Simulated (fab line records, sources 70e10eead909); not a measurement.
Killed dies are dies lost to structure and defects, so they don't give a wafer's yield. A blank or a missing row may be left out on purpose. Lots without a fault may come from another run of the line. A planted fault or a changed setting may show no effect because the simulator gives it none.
Chamber matching | flow nand_harc | NHARC_A_CONTACT_ETCH_88 on rie_diel-11: 4 sister chambers
The step etches the open film in CF4, target depth 39 nm, time 65 s. 24 wafers are shown with their chamber, then 12 later ones without.

WAFERS WITH THEIR CHAMBER
wafer  | chamber | showerhead_plenum_p_Torr (Torr) | oes_product_au (a.u.) | rf_fwd_power_W (W)
L074.2 | 3       | 1.73                            | 1.017                 | 297.1
L074.3 | 2       | 1.72                            | 0.979                 | 299.1
L074.5 | 1       | 1.78                            | 0.994                 | 300.1
L075.2 | 3       | 1.73                            | 1.011                 | 297.8
L075.3 | 2       | 1.72                            | 0.974                 | 297.4
L075.4 | 0       | 1.87                            | 0.980                 | 295.5
L084.3 | 2       | 1.71                            | 0.980                 | 297.5
L084.4 | 0       | 1.86                            | 0.977                 | 296.3
L084.6 | 0       | 1.86                            | 0.976                 | 295.7
L082.1 | 0       | 1.86                            | 0.975                 | 294.4
L082.4 | 3       | 1.73                            | 1.017                 | 297.4
L082.5 | 2       | 1.71                            | 0.978                 | 299.0
L083.1 | 1       | 1.78                            | 0.996                 | 295.1
L083.2 | 2       | 1.71                            | 0.970                 | 299.3
L083.6 | 2       | 1.71                            | 0.979                 | 298.9
L081.3 | 3       | 1.72                            | 1.024                 | 298.9
L081.4 | 1       | 1.78                            | 0.992                 | 298.9
L081.6 | 2       | 1.71                            | 0.979                 | 298.5
L085.2 | 3       | 1.72                            | 1.019                 | 298.5
L085.3 | 1       | 1.78                            | 0.997                 | 298.1
L085.6 | 2       | 1.71                            | 0.961                 | 297.5
L087.4 | 2       | 1.71                            | 0.973                 | 297.4
L087.5 | 2       | 1.71                            | 0.967                 | 296.3
L087.6 | 3       | 1.73                            | 1.020                 | 297.6

SIGNATURES (means of the wafers above)
reading                  | chamber 0 | chamber 1 | chamber 2 | chamber 3 | scatter within a chamber
showerhead_plenum_p_Torr | 1.8625    | 1.7800    | 1.7120    | 1.7267    | 0.00429
oes_product_au           | 0.97700   | 0.99475   | 0.97400   | 1.01800   | 0.00491
rf_fwd_power_W           | 295.475   | 298.050   | 298.090   | 297.883   | 1.16
Rule: a wafer's distance from a chamber is the root of the sum, over the readings, of the square of ((its reading less the chamber's mean) divided by the reading's scatter). The wafer belongs to the nearest chamber; if the next one is less than 2 further off, it can't be placed. The scatter: the root of (the sum of the squares of (reading less its chamber's mean) over the shown wafers, divided by (wafers less chambers)).

WAFERS WITHOUT THEIR CHAMBER
wafer  | showerhead_plenum_p_Torr (Torr) | oes_product_au (a.u.) | rf_fwd_power_W (W)
L090.3 | 1.72                            | 1.019                 | 298.2
L090.5 | 1.72                            | 1.017                 | 297.6
L090.6 | 1.71                            | 0.977                 | 299.8
L093.1 | 1.86                            | 0.993                 | 295.1
L093.3 | 1.71                            | 0.971                 | 297.2
L093.4 | 1.77                            | 0.997                 | 298.7
L097.1 | 1.72                            | 1.019                 | 297.8
L097.3 | 1.86                            | 0.987                 | 294.4
L097.6 | 1.86                            | 0.992                 | 293.7
L096.1 | 1.86                            | 0.982                 | 296.6
L096.2 | 1.71                            | 0.967                 | 299.4
L096.4 | 1.72                            | 1.008                 | 297.2

WHICH CHAMBER EACH WENT THROUGH
wafer  | from the rows above | in truth
L090.3 | 3                   | 3
L090.5 | 3                   | 3
L090.6 | 2                   | 2
L093.1 | 0                   | 0
L093.3 | 2                   | 2
L093.4 | 1                   | 1
L097.1 | 3                   | 3
L097.3 | 0                   | 0
L097.6 | 0                   | 0
L096.1 | 0                   | 0
L096.2 | 2                   | 2
L096.4 | 3                   | 3
Placed correctly: 12 of 12. Can't be placed from these rows: 0. Placed wrongly: 0.
